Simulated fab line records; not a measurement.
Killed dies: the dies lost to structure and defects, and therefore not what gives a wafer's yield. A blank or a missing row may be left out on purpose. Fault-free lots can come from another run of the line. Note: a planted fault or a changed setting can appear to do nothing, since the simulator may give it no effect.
fab line records	flow nandHarc
record lots=7	wafers=21	lastDay=25
route steps=1159 shown P_STI@77 P_GATE@110 END@1159
lots that met no fault: from a run of the same line without faults
startH: hours from the record's opening day to when the first of the lot's shown wafers began	waitH: hours since the lot's step before	" unchanged from the row above	L1.1+2: a single row standing in for several wafers	- no value present, or no start provided	* or withheld: withheld	< > ~ a bound
route shown NAME@n: a module of which the file shows steps, and the number in the route of the first	usual: average and standard deviation across the fault-free wafers	same: alike in all rows	chamber/n: place in a boat	sites: per-site readings	_std_site: how widely they spread, as a standard deviation	_edge_site: inner sites' mean taken away from outer sites' mean	radiusMm: for every site, how far away it sits from the centre of the wafer	mask NAME#n: copy n	behind: the tool/chamber that last shaped the wafer	hold: why the lot was held/for how many hours/how that ended	device: whichever transistor did not switch (one of n, p or np)	end of line: the route-end tests of the same wafers	a step given without rows: its recipe and nothing more	killed: the dies lost at the first sort to structure and to defects; this is not the yield of the wafer	map: per-die view of a wafer (x killed, . not killed, _ where there is no die)
set.NAME: the setting as run; set.NAME@STEP: as run at that earlier step	model.NAME: the simulator's own value behind a step, which no gauge read
lots at selected steps of the route; one table per step, one row per wafer
services: a tool's chamber out of use, with start hour (startH, from the record's first day; less than 0 if before it), hours out, and reason
## steps
# step NHARC_P_STI_COAT_03
# recipe spinRpm=2000	resistThkNm=600
# step NHARC_P_STI_SOFTBAKE_04
# recipe tempC=125	timeS=70
# step NHARC_P_STI_EBR_05
# step NHARC_P_STI_EXPOSE_06
# recipe na=0.55	targetCdNm=200	doseMj=37.69	maskId=P_STI
# step NHARC_P_STI_PEB_07
# recipe pebTempC=128	pebTimeS=80
# step NHARC_P_STI_DEVELOP_08
# recipe timeS=50	devTempC=22
# step NHARC_P_STI_CD_MEAS_09
# recipe targetCdNm=200	landingEnergyEv=500
# usual cdNm=199.5/2.9
# same landingEnergyEv=500
lot.wafer	tool	chamber	startH	waitH	cdNm
L527.4	cdSem-01	0	50.44	-	204.1
L527.5	"	0	"	"	197.1
L527.6	"	0	"	"	202.2
L530.2	cdSem-02	0	67.17	-	199.4
L530.3	"	0	"	"	193.8
L530.6	"	0	"	"	199.1
L531.3	cdSem-03	0	76.93	-	198.9
L531.5	"	0	"	"	197.1
L531.6	"	0	"	"	193.9
L533.1	cdSem-01	0	90.84	-	198.0
L533.2	"	0	"	"	200.6
L533.3	"	0	"	"	198.5
L534.1	cdSem-02	0	97.67	-	196.8
L534.2	"	0	"	"	199.3
L534.6	"	0	"	"	199.6
L536.1	cdSem-03	0	107.34	-	198.0
L536.4	"	0	"	"	205.0
L536.6	"	0	"	"	200.1
L547.2	cdSem-02	0	173.04	-	202.0
L547.3	"	0	"	"	199.2
L547.6	"	0	"	"	200.2
# step NHARC_P_STI_OVL_MEAS_10
# usual overlayXNm=0/6.4	overlayYNm=-1/5.6
lot.wafer	tool	chamber	startH	waitH	overlayXNm	overlayYNm
L527.4	overlay-01	-	50.52	-	10	1
L527.5	"	-	"	"	10	1
L527.6	"	-	"	"	11	1
L530.2	overlay-01	-	67.25	-	4	-11
L530.3	"	-	"	"	3	-11
L530.6	"	-	"	"	5	-11
L531.3	overlay-02	-	77.02	-	0	1
L531.5	"	-	"	"	1	0
L531.6	"	-	"	"	0	0
L533.1	overlay-01	-	90.93	-	9	-6
L533.2	"	-	"	"	9	-6
L533.3	"	-	"	"	10	-6
L534.1	overlay-01	-	97.76	-	0	-1
L534.2	"	-	"	"	-1	-2
L534.6	"	-	"	"	-1	-1
L536.1	overlay-01	-	107.43	-	-1	1
L536.4	"	-	"	"	0	1
L536.6	"	-	"	"	0	2
L547.2	overlay-01	-	173.14	-	-1	-9
L547.3	"	-	"	"	-1	-9
L547.6	"	-	"	"	-1	-9
# step NHARC_P_STI_INSPECT_11
# usual rawDefectCount=6.0/3
lot.wafer	tool	chamber	startH	waitH	rawDefectCount
L527.4	defectInspect-01	-	50.56	0.0	7
L527.5	"	-	"	"	12
L527.6	"	-	"	"	6
L530.2	defectInspect-02	-	67.29	0.0	12
L530.3	"	-	"	"	3
L530.6	"	-	"	"	8
L531.3	defectInspect-01	-	77.05	0.0	13
L531.5	"	-	"	"	14
L531.6	"	-	"	"	2
L533.1	defectInspect-01	-	90.97	0.0	1
L533.2	"	-	"	"	6
L533.3	"	-	"	"	7
L534.1	defectInspect-01	-	97.80	0.0	6
L534.2	"	-	"	"	15
L534.6	"	-	"	"	9
L536.1	defectInspect-01	-	107.46	0.0	9
L536.4	"	-	"	"	4
L536.6	"	-	"	"	3
L547.2	defectInspect-01	-	173.17	0.0	4
L547.3	"	-	"	"	7
L547.6	"	-	"	"	5
# step NHARC_P_STI_HARDBAKE_13
# recipe tempC=118	timeS=65
# step NHARC_P_STI_DESCUM_14
# recipe timeS=3	o2FlowSccm=200	arFlowSccm=0	biasPowerW=0	chemistry=O2
# usual drypumpMotorCurrentA=5.8/0.4	oesProductAu=1.001/0.016	rfVppV=57.9/0.92	showerheadPlenumPTorr=1.92/0.091	throttleValvePct=11.311/0.0083
lot.wafer	tool	chamber	startH	waitH	drypumpMotorCurrentA	oesProductAu	rfHoursCounterH	rfVppV	showerheadPlenumPTorr	throttleValvePct
L527.4	rieDiel-05	0	50.72	-	5.1	1.006	0.8	58.8	1.90	11.313
L527.5	"	1	"	"	6.5	0.981	-	58.0	1.95	11.300
L527.6	"	2	"	"	5.8	0.997	-	57.9	1.84	11.309
L530.3	rieDiel-13	1	67.43	-	5.4	1.001	6.1	57.9	1.99	11.305
L530.2	"	3	"	"	5.8	0.990	7.4	56.9	1.78	11.294
L530.6	"	1	"	"	5.4	1.004	-	57.8	1.99	11.319
L531.3	rieDiel-05	1	77.22	-	6.5	0.985	2.3	58.0	1.95	11.296
L531.5	"	2	"	"	5.8	1.020	-	58.0	1.84	11.305
L531.6	"	3	"	"	6.0	0.994	-	58.1	1.94	11.314
L533.3	rieDiel-01	3	91.11	-	5.8	1.013	4.7	58.0	1.79	11.290
L533.1	"	0	"	"	5.3	1.010	3.7	59.5	1.85	11.309
L533.2	"	1	"	"	6.1	1.010	3.9	57.6	1.97	11.309
L534.1	rieDiel-05	0	97.93	-	5.1	0.995	1.8	57.4	1.90	11.316
L534.2	"	3	"	"	6.0	0.976	2.5	58.0	1.94	11.309
L534.6	"	0	"	"	5.0	0.998	-	58.0	1.90	11.297
L536.1	rieDiel-05	2	107.63	-	5.8	1.032	3.2	59.0	1.84	11.309
L536.4	"	3	"	"	6.0	0.980	2.9	58.8	1.94	11.299
L536.6	"	2	"	"	5.8	1.030	-	57.7	1.84	11.304
L547.3	rieDiel-01	3	173.32	-	5.7	1.015	1.2	56.3	1.79	11.316
L547.2	"	1	"	"	6.1	1.001	1.2	56.7	1.96	11.309
L547.6	"	2	"	"	5.9	0.995	-	56.8	2.04	11.310
# step NHARC_P_STI_ETCH_42
# recipe targetDepthA=800	overetchA=240	timeS=61	ionEnergyEv=200	n2FlowSccm=150	h2FlowSccm=150	arFlowSccm=0	rfW=400	biasW=150	chemistry=N2/H2
# usual drypumpMotorCurrentA=5.8/0.4	n2FlowSccm=150.0/0.41	oesProductAu=1.002/0.015	rfVppV=430.8/2.7	showerheadPlenumPTorr=2.05/0.097	throttleValvePct=14.172/0.0093
lot.wafer	tool	chamber	startH	waitH	drypumpMotorCurrentA	n2FlowSccm	oesProductAu	rfHoursCounterH	rfVppV	showerheadPlenumPTorr	throttleValvePct
L527.4	rieDiel-05	1	50.83	0.1	6.5	149.8	0.982	1.7	432.1	2.08	14.158
L527.6	"	0	"	"	5.0	150.3	1.011	-	430.2	2.03	14.171
L527.5	"	1	"	"	6.5	149.8	0.992	-	432.2	2.08	14.175
L530.3	rieDiel-13	3	67.51	0.1	5.8	150.1	0.982	7.4	426.8	1.90	14.175
L530.2	"	1	"	"	5.4	150.3	1.003	6.1	434.1	2.13	14.154
L530.6	"	0	"	"	6.2	149.7	0.975	-	433.1	2.18	14.175
L531.3	rieDiel-05	2	77.29	0.1	5.8	150.6	0.996	2.4	429.4	1.96	14.169
L531.6	"	3	"	"	6.0	150.0	0.975	-	432.6	2.07	14.167
L531.5	"	0	"	"	5.1	150.2	1.013	-	431.0	2.03	14.164
L533.3	rieDiel-01	2	91.19	0.1	5.9	150.6	1.010	4.8	434.6	2.17	14.172
L533.1	"	3	"	"	5.7	149.6	1.005	4.7	425.3	1.90	14.177
L533.2	"	0	"	"	5.3	150.3	1.003	3.7	429.2	1.97	14.167
L534.1	rieDiel-05	3	98.03	0.1	6.0	150.3	0.975	2.5	431.2	2.07	14.172
L534.2	"	0	"	"	5.0	149.8	1.010	1.8	430.2	2.03	14.175
L534.6	"	1	"	"	6.5	149.8	0.971	-	431.8	2.08	14.160
L536.4	rieDiel-05	0	107.76	0.1	5.1	150.0	0.997	2.3	429.8	2.03	14.151
L536.1	"	3	"	"	6.0	150.4	0.982	3.0	431.6	2.07	14.183
L536.6	"	0	"	"	5.0	150.2	0.999	-	430.5	2.03	14.162
L547.3	rieDiel-01	0	173.40	0.1	5.3	149.9	1.014	1.4	428.5	1.97	14.172
L547.2	"	3	"	"	5.8	149.1	1.006	1.2	428.2	1.90	14.174
L547.6	"	0	"	"	5.3	150.2	1.014	-	429.0	1.97	14.155
# step NHARC_P_STI_ETCH_31
# recipe targetDepthA=1089	timeS=54.5	cf4FlowSccm=100	chf3FlowSccm=30	arFlowSccm=0	rfW=500	biasW=200	chemistry=CF4/CHF3
# usual drypumpMotorCurrentA=5.8/0.39	oesProductAu=0.963/0.02	rfVppV=370.6/2.6	showerheadPlenumPTorr=1.58/0.07	throttleValvePct=16.802/0.0088
lot.wafer	tool	chamber	startH	waitH	drypumpMotorCurrentA	oesProductAu	rfHoursCounterH	rfVppV	showerheadPlenumPTorr	throttleValvePct
L527.4	rieDiel-05	1	50.91	-	6.5	0.925	1.7	372.1	1.60	16.793
L527.5	"	1	"	"	6.5	0.923	-	371.4	1.60	16.799
L527.6	"	2	"	"	5.8	0.958	-	367.0	1.51	16.798
L530.3	rieDiel-13	2	67.60	-	5.5	0.985	5.5	372.7	1.62	16.817
L530.2	"	0	"	"	6.3	0.956	7.7	375.2	1.68	16.795
L530.6	"	1	"	"	5.4	0.959	-	373.0	1.64	16.811
L531.3	rieDiel-05	1	77.36	-	6.5	0.942	2.4	370.9	1.60	16.803
L531.5	"	1	"	"	6.5	0.945	-	370.9	1.60	16.802
L531.6	"	2	"	"	5.8	0.956	-	369.9	1.51	16.801
L533.3	rieDiel-01	2	91.27	-	5.9	0.990	4.8	374.1	1.67	16.801
L533.1	"	3	"	"	5.7	0.974	4.7	368.3	1.48	16.789
L533.2	"	1	"	"	6.1	0.990	3.9	371.6	1.61	16.825
L534.2	rieDiel-05	2	98.10	-	5.8	0.964	2.8	368.5	1.51	16.802
L534.1	"	0	"	"	5.1	0.947	1.8	370.1	1.57	16.821
L534.6	"	2	"	"	5.8	0.969	-	370.5	1.51	16.792
L536.4	rieDiel-05	2	107.84	-	5.8	0.959	3.2	369.5	1.51	16.794
L536.1	"	0	"	"	5.1	0.951	2.3	369.2	1.57	16.810
L536.6	"	2	"	"	5.9	0.958	-	367.2	1.51	16.820
L547.2	rieDiel-01	0	173.48	-	5.3	0.978	1.4	368.1	1.53	16.802
L547.3	"	1	"	"	6.1	0.950	1.3	370.6	1.61	16.794
L547.6	"	3	"	"	5.8	0.950	-	367.2	1.48	16.823
# step NHARC_P_STI_ETCH_15
# recipe targetDepthA=3000	taperDeg=4	timeS=100.1	hbrFlowSccm=150	cl2FlowSccm=50	rfW=400	icpW=400	biasW=100	chemistry=HBr/Cl2
# usual drypumpMotorCurrentA=5.8/0.38	oesProductAu=1.006/0.0091	throttleValvePct=26.405/0.0086
lot.wafer	tool	chamber	startH	waitH	drypumpMotorCurrentA	oesProductAu	rfHoursCounterH	throttleValvePct
L527.4	rieSi-05	1	51.03	-	5.7	1.021	1.1	26.409
L527.6	"	0	"	"	5.9	1.016	-	26.390
L527.5	"	1	"	"	5.6	1.018	-	26.404
L530.2	rieSi-04	0	67.70	-	5.8	1.012	1.0	26.402
L530.3	"	3	"	"	5.6	1.007	1.2	26.409
L530.6	"	0	"	"	5.9	1.010	-	26.403
L531.3	rieSi-04	2	77.46	-	6.4	1.010	1.2	26.404
L531.6	"	2	"	"	6.4	1.013	-	26.400
L531.5	"	0	"	"	5.8	1.003	-	26.399
L533.3	rieSi-05	2	91.40	-	6.0	1.002	0.1	26.408
L533.2	"	3	"	"	6.3	1.018	0.1	26.423
L533.1	"	0	"	"	5.9	1.016	0.1	26.398
L534.1	rieSi-01	3	98.21	-	6.5	0.991	0.9	26.428
L534.2	"	0	"	"	5.4	1.008	0.9	26.411
L534.6	"	3	"	"	6.5	0.997	-	26.392
L536.1	rieSi-01	0	107.99	-	5.4	1.014	1.0	26.403
L536.6	"	2	"	"	5.4	0.997	-	26.400
L536.4	"	0	"	"	5.4	1.008	-	26.411
L547.3	rieSi-01	1	173.60	-	5.8	1.013	0.2	26.414
L547.2	"	2	"	"	5.4	0.985	0.2	26.408
L547.6	"	0	"	"	5.4	1.001	-	26.413
# step NHARC_P_STI_CD_MEAS_16
# usual cdNm=199.6/2.8
lot.wafer	tool	chamber	startH	waitH	cdNm
L527.4	cdSem-03	-	51.19	-	206.0
L527.5	"	-	"	"	199.5
L527.6	"	-	"	"	202.0
L530.2	cdSem-03	-	67.86	-	199.9
L530.3	"	-	"	"	195.5
L530.6	"	-	"	"	198.9
L531.3	cdSem-01	-	77.66	-	200.6
L531.5	"	-	"	"	198.7
L531.6	"	-	"	"	193.3
L533.1	cdSem-03	-	91.54	-	198.0
L533.2	"	-	"	"	200.3
L533.3	"	-	"	"	198.9
L534.1	cdSem-01	-	98.37	-	196.4
L534.2	"	-	"	"	199.0
L534.6	"	-	"	"	199.9
L536.1	cdSem-01	-	108.14	-	196.5
L536.4	"	-	"	"	204.2
L536.6	"	-	"	"	198.6
L547.2	cdSem-02	-	173.75	-	199.8
L547.3	"	-	"	"	198.3
L547.6	"	-	"	"	199.0
# step NHARC_P_STI_OCD_MEAS_17
# usual trenchDepthNm=303/4.4	trenchFootCdNm=157.2/2.9
lot.wafer	tool	chamber	startH	waitH	trenchDepthNm	trenchFootCdNm
L527.4	ocd-02	-	51.28	0.1	311	160.7
L527.5	"	-	"	"	309	154.6
L527.6	"	-	"	"	307	159.8
L530.2	ocd-02	-	67.95	0.1	307	156.2
L530.3	"	-	"	"	306	151.6
L530.6	"	-	"	"	304	156.2
L531.3	ocd-01	-	77.75	0.1	306	155.9
L531.5	"	-	"	"	304	155.0
L531.6	"	-	"	"	305	151.2
L533.1	ocd-02	-	91.63	0.1	308	154.5
L533.2	"	-	"	"	306	158.1
L533.3	"	-	"	"	303	156.3
L534.1	ocd-01	-	98.46	0.1	297	154.8
L534.2	"	-	"	"	306	155.6
L534.6	"	-	"	"	294	158.8
L536.1	ocd-01	-	108.23	0.1	303	155.2
L536.4	"	-	"	"	305	161.8
L536.6	"	-	"	"	301	158.2
L547.2	ocd-02	-	173.84	0.1	295	161.2
L547.3	"	-	"	"	307	156.0
L547.6	"	-	"	"	300	158.3
# step NHARC_P_STI_STRIP_19
# recipe timeS=900	tempC=130	chemistry=SPM
# step NHARC_P_STI_PRECLEAN_32
# recipe timeS=*	tempC=50	bathAgeMin=0	chemistry=SC1
# step NHARC_P_STI_SRD_23
# step NHARC_P_STI_OCD_MEAS_43
# usual trenchDepthNm=303/4.4	trenchFootCdNm=157.2/2.9
lot.wafer	tool	chamber	startH	waitH	trenchDepthNm	trenchFootCdNm
L527.4	ocd-02	-	51.79	-	310	160.3
L527.5	"	-	"	"	309	155.1
L527.6	"	-	"	"	307	159.5
L530.2	ocd-02	-	68.48	-	307	157.1
L530.3	"	-	"	"	306	151.6
L530.6	"	-	"	"	305	156.7
L531.3	ocd-02	-	78.26	-	305	155.8
L531.5	"	-	"	"	303	154.9
L531.6	"	-	"	"	305	151.2
L533.1	ocd-01	-	92.14	-	308	154.8
L533.2	"	-	"	"	306	157.8
L533.3	"	-	"	"	303	155.9
L534.1	ocd-01	-	98.97	-	297	154.9
L534.2	"	-	"	"	306	156.3
L534.6	"	-	"	"	294	158.8
L536.1	ocd-02	-	108.73	-	303	155.0
L536.4	"	-	"	"	305	161.9
L536.6	"	-	"	"	300	158.3
L547.2	ocd-01	-	174.35	-	295	161.1
L547.3	"	-	"	"	307	156.3
L547.6	"	-	"	"	300	158.9
# step NHARC_P_STI_OXIDE_33
# recipe targetThkA=100	tempC=1000	oxTimeS=281	material=SiO2
# step NHARC_P_STI_HDPCVD_20
# recipe targetThkA=withheld	sigmaOpenFrac=withheld	material=SiO2
# step NHARC_P_STI_ANNEAL_34
# recipe tempC=1000	timeS=1800
# step NHARC_P_STI_CMP_21
# recipe tOverpolishS=20	targetThkNm=380.67
# usual motorCurrentA=12.2/1.1	overpolishRunS=20.001/0.0081
lot.wafer	tool	chamber	startH	waitH	motorCurrentA	overpolishRunS
L527.4	cmp-03	1	74.25	0.4	12.1	19.992
L527.5	"	2	"	"	13.6	20.010
L527.6	"	3	"	"	11.2	20.013
L530.2	cmp-02	3	89.78	0.4	12.2	20.005
L530.3	"	0	"	"	10.9	20.004
L530.6	"	3	"	"	12.1	19.998
L531.3	cmp-03	0	98.68	0.4	11.1	20.002
L531.5	"	3	"	"	11.6	19.998
L531.6	"	0	"	"	10.9	19.996
L533.3	cmp-03	1	113.83	0.4	12.3	20.011
L533.2	"	2	"	"	14.0	19.991
L533.1	"	3	"	"	11.4	19.997
L534.1	cmp-01	2	122.02	0.4	14.2	20.006
L534.2	"	3	"	"	11.2	20.004
L534.6	"	2	"	"	14.0	19.991
L536.4	cmp-02	0	133.60	0.4	10.6	19.999
L536.1	"	1	"	"	12.7	20.007
L536.6	"	3	"	"	11.1	20.018
L547.3	cmp-03	1	191.97	0.4	12.8	19.987
L547.2	"	2	"	"	12.8	19.998
L547.6	"	1	"	"	11.9	20.011
# step NHARC_P_STI_SRD_35
# step NHARC_P_STI_ETCH_36
# recipe targetDepthA=388	chemistry=dHF	material=SiO2
# step NHARC_P_STI_STRIP_24
# recipe tempC=160	chemistry=H3PO4	material=Si3N4
# step NHARC_P_STI_ETCH_37
# recipe targetDepthA=110	chemistry=dHF	material=SiO2
# step NHARC_P_STI_PRECLEAN_38
# recipe timeS=*	tempC=50	bathAgeMin=0	chemistry=SC1
# step NHARC_P_STI_SRD_39
# step NHARC_P_STI_OXIDE_40
# recipe targetThkA=100	tempC=900	oxTimeS=1362	material=SiO2
# step NHARC_P_GATE_ETCH_69
# recipe targetDepthA=140	chemistry=dHF	material=SiO2
# step NHARC_P_GATE_PRECLEAN_70
# recipe timeS=*	tempC=50	bathAgeMin=0	chemistry=SC1
# step NHARC_P_GATE_SRD_01
# step NHARC_P_GATE_OXIDE_02
# recipe targetThkA=375	tempC=950	pH2oTorr=720	oxTimeS=365	material=SiO2
# step NHARC_P_GATE_DEHYDRATE_03
# recipe tempC=150	timeS=120
# step NHARC_P_GATE_HMDS_04
# recipe timeS=30
# step NHARC_P_GATE_COAT_05
# recipe spinRpm=4690
# step NHARC_P_GATE_SOFTBAKE_06
# recipe tempC=122	timeS=95
# step NHARC_P_GATE_EBR_07
# step NHARC_END_SORT_01
# recipe tempC=25
# usual killedAtArray=28/11	killedAtOther=0.5/0.87	killedAtPeriphery=2.9/2.2	killedDies=32/11	killedOpen=3.2/1.9	killedShort=1.8/1.4
# same grossDies=677
lot.wafer	tool	chamber	startH	waitH	killedAtArray	killedAtOther	killedAtPeriphery	killedDies	killedOpen	killedShort
L531.3	prober-01	0	494.53	3.0	38	0	59	97	1	0
L531.5	prober-01	0	496.12	3.7	32	0	60	92	3	1
L531.6	prober-01	0	496.92	4.0	43	0	90	133	4	0
L534.1	prober-02	0	499.08	2.5	21	1	67	89	6	2
L534.2	prober-02	0	499.88	2.8	12	0	95	107	3	2
L534.6	prober-02	0	503.07	4.0	21	0	90	111	6	3
L536.1	prober-02	0	506.85	2.5	12	0	70	82	3	2
L536.4	prober-02	0	509.24	3.4	15	0	84	99	3	0
L536.6	prober-02	0	510.83	4.0	16	1	84	101	4	1
# killed by level:class
L531.3 P_STI:unspecified=57 A_SLIT:chamberFilmFlake=17 A_CHANNEL_HOLE_D1:chamberFilmFlake=16 A_CONTACT:chamberFilmFlake=4 P_BONDPAD:geometricParticle:open=1 P_ZERO_WELL:chamberFilmFlake=1 A_BLC:chamberFilmFlake=1
L531.5 P_STI:unspecified=59 A_CHANNEL_HOLE_D1:chamberFilmFlake=14 A_SLIT:chamberFilmFlake=11 A_CONTACT:chamberFilmFlake=4 P_GATE:geometricParticle:short=1 A_CHANNEL_HOLE_D1:geometricParticle:open=1 A_BLC:geometricParticle:open=1 A_M1:geometricParticle:open=1
L531.6 P_STI:unspecified=89 A_CHANNEL_HOLE_D1:chamberFilmFlake=20 A_SLIT:chamberFilmFlake=16 A_CHANNEL_FILL_D1:chamberFilmFlake=2 A_CONTACT:chamberFilmFlake=2 P_CONTACT:geometricParticle:open=1 A_ONON_D1:geometricParticle:open=1 A_BLC:geometricParticle:open=1
L534.1 P_STI:unspecified=65 A_CONTACT:chamberFilmFlake=6 A_CHANNEL_HOLE_D1:chamberFilmFlake=5 P_CONTACT:geometricParticle:short=2 A_SLIT:geometricParticle:open=2 A_STAIRCASE:chamberFilmFlake=2 A_CHANNEL_HOLE_D1:geometricParticle:open=1 A_CHANNEL_FILL_D1:geometricParticle:open=1
L534.2 P_STI:unspecified=93 A_WL_FILL:chamberFilmFlake=4 P_GATE:geometricParticle:open=2 A_CONTACT:chamberFilmFlake=2 A_SOURCE_PLATE:geometricParticle:open=1 A_CHANNEL_FILL_D1:geometricParticle:short=1 A_WL_FILL:geometricParticle:short=1 A_ZERO_WELL:chamberFilmFlake=1
L534.6 P_STI:unspecified=86 A_CHANNEL_HOLE_D1:chamberFilmFlake=8 A_CONTACT:chamberFilmFlake=3 A_ONON_D1:geometricParticle:short=2 P_ZERO_WELL:chamberFilmFlake=2 A_WL_FILL:chamberFilmFlake=2 P_GATE:geometricParticle:open=1 P_M0:geometricParticle:open=1
L536.1 P_STI:unspecified=67 A_CHANNEL_HOLE_D1:chamberFilmFlake=4 A_STAIRCASE:chamberFilmFlake=3 P_GATE:geometricParticle:short=1 P_GATE:geometricParticle:open=1 A_CHANNEL_FILL_D1:geometricParticle:open=1 A_WL_FILL:geometricParticle:short=1 A_WL_FILL:geometricParticle:open=1
L536.4 P_STI:unspecified=83 A_CHANNEL_HOLE_D1:chamberFilmFlake=5 A_STAIRCASE:chamberFilmFlake=4 A_CONTACT:chamberFilmFlake=2 A_CHANNEL_FILL_D1:geometricParticle:open=1 A_CONTACT:geometricParticle:open=1 A_M0:geometricParticle:open=1 P_BONDPAD:chamberFilmFlake=1
L536.6 P_STI:unspecified=80 A_STAIRCASE:chamberFilmFlake=6 A_CHANNEL_HOLE_D1:chamberFilmFlake=4 P_ZERO_WELL:chamberFilmFlake=3 A_WL_FILL:chamberFilmFlake=2 P_CONTACT:geometricParticle:open=1 A_CHANNEL_FILL_D1:geometricParticle:short=1 A_CONTACT:geometricParticle:open=1
# map L531.6 (x killed, . not)
____________.____________
_________...xx.._________
_______...xxx.x..._______
______...xxxxx.....______
_____.x..xxxxxx....._____
____....xxxxxxxx.....____
____...xxxxxxxxx.....____
___.....xxxxxxxxx.....___
___....x.xxxxxxx......___
__.....xxxxxxxx.x......__
__......xxxxxxx........__
_...x...xxxxxxxx....x..._
_.......xxxxxx.x........_
_.......x.xx.x.........._
_........xxx.x......x..._
_...........x..........._
.........................
....x..x.................
...............x.........
..x...x......x...........
..xx.x...................
_xx..x.x..x.x..x........_
_..x.x.......x.........._
_.xxx........xx........._
_.x.x........x.x........_
_..........xx.x........._
__x.x........xx........__
__..x...........x......__
___...................___
___...................___
____.................____
____.................____
_____.x............._____
______.............______
_______..........._______
_________......._________
____________.____________
# map L534.6 (x killed, . not)
____________.____________
_________......._________
_______.....xx...._______
______..x..xxx.....______
_____..x..xxxxx....._____
____.....xxxxxxxx....____
____....xxxxxx.x.....____
___...xxxxxxxxxx......___
___.....xxxxxxxxx.....___
__.....x.xxxxxxxxx.x...__
__.....xxxxxxxxxx......__
_........xxxxxx........._
_........xxxxxxx........_
_........xxxxx.........._
_.........xx.......x.x.._
_..........x............_
.........................
.........................
....x..x....x............
..x.....................x
.......x..x.xx..x........
_..........x............_
_......................._
_.x.........x........x.._
_......................._
_......................._
__.........x..x........__
__..........x..........__
___............x......___
___...................___
____.x..x............____
____...............x.____
_____..............._____
______.............______
_______..........._______
_________......._________
____________.____________
## services
tool	chamber	startH	hours	kind
rieDiel-05	0	27.01	21.1	repair
cmp-03	-	27.64	11.6	repair
cmp-02	-	30.55	4.0	pm
rieDiel-13	2	35.95	10.4	repair
rieDiel-05	1	44.24	3.4	repair
rieDiel-01	1	49.00	5.7	repair
rieSi-05	3	52.94	1.0	repair
rieDiel-13	3	54.69	4.4	repair
cmp-03	-	58.67	4.0	pm
rieDiel-01	-	74.43	0.4	repair
rieDiel-05	0	81.04	1.3	repair
rieDiel-13	-	87.90	2.2	repair
rieDiel-13	-	99.00	9.0	pm
rieSi-01	3	105.51	16.7	repair
rieDiel-13	-	119.40	0.2	repair
cmp-03	-	122.38	1.2	repair
rieDiel-13	2	123.77	21.7	repair
rieSi-01	-	127.00	9.0	pm
rieDiel-13	3	134.00	1.8	repair
rieDiel-01	-	137.80	9.0	pm
rieSi-01	2	143.85	3.1	repair
cmp-03	-	156.80	4.0	pm
rieDiel-05	-	163.60	9.0	pm
rieDiel-01	-	188.09	1.9	repair
## key
firstSign step=NHARC_END_SORT_01	reading=killedAtPeriphery	direction=up	sigmas=35	usual=2.9	struck=77.7
effect step=NHARC_END_SORT_01	reading=killedDies	direction=up	sigmas=6.3	usual=32	struck=101
moreKillsBornAt NHARC_P_STI_ETCH_31@rieDiel-05=679
metAt NHARC_P_STI_ETCH_31
struckWafers L531.3,L531.5,L531.6,L534.1,L534.2,L534.6,L536.1,L536.4,L536.6
testerLeftOut L531,L534,L536
onsetBetween 50.91 77.36
alsoFits NHARC_P_STI_DESCUM_14:rieDiel-05,NHARC_P_STI_ETCH_42:rieDiel-05
fault kind=chamberParticleSource	tool=rieDiel-05	chamber=-	onsetH=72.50	steps=NHARC_P_STI_ETCH_31	ratePerVisitCm2=0.76604	endH=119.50
# testerLeftOut: of these lots the tester's yield and bins aren't shown, on N5 and GAA mostly nor the transistor test; their killed dies are dies lost to structure and defects alone, not to doping, threshold or leakage, so they don't give the yield
